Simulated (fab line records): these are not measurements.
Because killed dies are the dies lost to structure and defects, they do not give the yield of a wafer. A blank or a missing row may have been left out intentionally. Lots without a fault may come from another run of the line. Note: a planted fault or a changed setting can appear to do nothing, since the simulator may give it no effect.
Matching of chambers ; flow nandHarc ; 3 sister chambers for NHARC_A_CONTACT_DEP_24 on pecvd-02
The step deposits SiO2, target thk 500 nm. 6 wafers are shown with their chamber, then 7 later ones without.

## WAFERS PAIRED WITH THEIR CHAMBERS
wafer;chamber;throttleValvePct (%);heaterPowerW (W)
L085.4;1;16.6;485
L089.3;0;15.2;541
L089.4;2;17.2;506
L089.6;0;15.2;565
L091.1;1;16.7;383
L091.2;2;17.4;497

## WAFERS WITH NO CHAMBER GIVEN
wafer;throttleValvePct (%);heaterPowerW (W)
L091.3;15.4;649
L094.2;16.7;380
L094.3;15.1;547
L094.5;15.4;589
L096.2;17.8;488
L096.4;15.2;614
L096.5;16.5;463

## EACH ONE'S CHAMBER
wafer;from the rows above;in truth
L091.3;0;0
L094.2;1;1
L094.3;0;0
L094.5;0;0
L096.2;2;2
L096.4;0;0
L096.5;1;1
Correct placement for 7 of the 7. Number that these rows cannot place: 0. 0 placed wrongly.
How it was worked out, from the rows above alone: a wafer's distance from a chamber is the root of the sum, over the readings, of the square of ((its reading less the chamber's mean) divided by the reading's scatter). The wafer belongs to the nearest chamber; if the next one is less than 2 further off, it can't be placed. A chamber's mean is the mean of its shown wafers. How the scatter is found: for the shown wafers, subtract from each reading the mean of its chamber, square and add these, divide the total by (wafers less chambers), then take the root.
